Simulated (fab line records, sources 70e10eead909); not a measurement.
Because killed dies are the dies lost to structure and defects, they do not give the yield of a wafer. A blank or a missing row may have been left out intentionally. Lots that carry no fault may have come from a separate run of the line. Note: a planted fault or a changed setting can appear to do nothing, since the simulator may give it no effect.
Matching of chambers :: flow nand_harc :: 4 sister chambers for NHARC_A_CHANNEL_FILL_D2_STRIP_28 on rie_diel-07
The step strips in O2, time 20 s. 8 wafers are shown with their chamber, then 11 later ones without.

## WAFERS, EACH WITH ITS CHAMBER
wafer: L076.4
chamber: 1
drypump_motor_current_A (A): 5.8
rf_vpp_V (V): 57.0

wafer: L083.1
chamber: 3
drypump_motor_current_A (A): 5.2
rf_vpp_V (V): 59.1

wafer: L083.2
chamber: 1
drypump_motor_current_A (A): 5.7
rf_vpp_V (V): 58.0

wafer: L085.5
chamber: 0
drypump_motor_current_A (A): 5.4
rf_vpp_V (V): 56.5

wafer: L084.2
chamber: 3
drypump_motor_current_A (A): 5.2
rf_vpp_V (V): 58.8

wafer: L084.3
chamber: 2
drypump_motor_current_A (A): 6.3
rf_vpp_V (V): 56.9

wafer: L084.6
chamber: 0
drypump_motor_current_A (A): 5.4
rf_vpp_V (V): 57.8

wafer: L086.1
chamber: 2
drypump_motor_current_A (A): 6.3
rf_vpp_V (V): 59.0

## WAFERS MISSING THEIR CHAMBER
wafer: L086.2
drypump_motor_current_A (A): 5.4
rf_vpp_V (V): 57.7

wafer: L086.5
drypump_motor_current_A (A): 6.3
rf_vpp_V (V): 58.9

wafer: L091.2
drypump_motor_current_A (A): 5.4
rf_vpp_V (V): 57.2

wafer: L091.3
drypump_motor_current_A (A): 5.7
rf_vpp_V (V): 58.0

wafer: L091.4
drypump_motor_current_A (A): 6.3
rf_vpp_V (V): 58.4

wafer: L092.2
drypump_motor_current_A (A): 5.7
rf_vpp_V (V): 58.8

wafer: L092.3
drypump_motor_current_A (A): 5.3
rf_vpp_V (V): 59.3

wafer: L092.4
drypump_motor_current_A (A): 5.2
rf_vpp_V (V): 56.6

wafer: L095.1
drypump_motor_current_A (A): 5.2
rf_vpp_V (V): 58.3

wafer: L095.2
drypump_motor_current_A (A): 6.3
rf_vpp_V (V): 58.8

wafer: L095.5
drypump_motor_current_A (A): 5.7
rf_vpp_V (V): 57.2

## THE CHAMBER EACH PASSED THROUGH
wafer: L086.2
from the rows above: 0
in truth: 0

wafer: L086.5
from the rows above: 2
in truth: 2

wafer: L091.2
from the rows above: 0
in truth: 0

wafer: L091.3
from the rows above: 1
in truth: 1

wafer: L091.4
from the rows above: 2
in truth: 2

wafer: L092.2
from the rows above: 1
in truth: 1

wafer: L092.3
from the rows above: can't be placed: 3 or 0
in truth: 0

wafer: L092.4
from the rows above: 3
in truth: 3

wafer: L095.1
from the rows above: 3
in truth: 3

wafer: L095.2
from the rows above: 2
in truth: 2

wafer: L095.5
from the rows above: 1
in truth: 1
Correctly placed: 10 of 11. Unplaceable from these rows: 1, with the true chamber sitting among the candidates in 1. 0 placed wrongly.
How it was worked out, from the rows above alone: a wafer's distance from a chamber is the root of the sum, over the readings, of the square of ((its reading less the chamber's mean) divided by the reading's scatter). The wafer belongs to the nearest chamber; if the next one is less than 2 further off, it can't be placed. For every chamber, the mean is computed from those of its wafers that are shown. How the scatter is found: for the shown wafers, subtract from each reading the mean of its chamber, square and add these, divide the total by (wafers less chambers), then take the root.
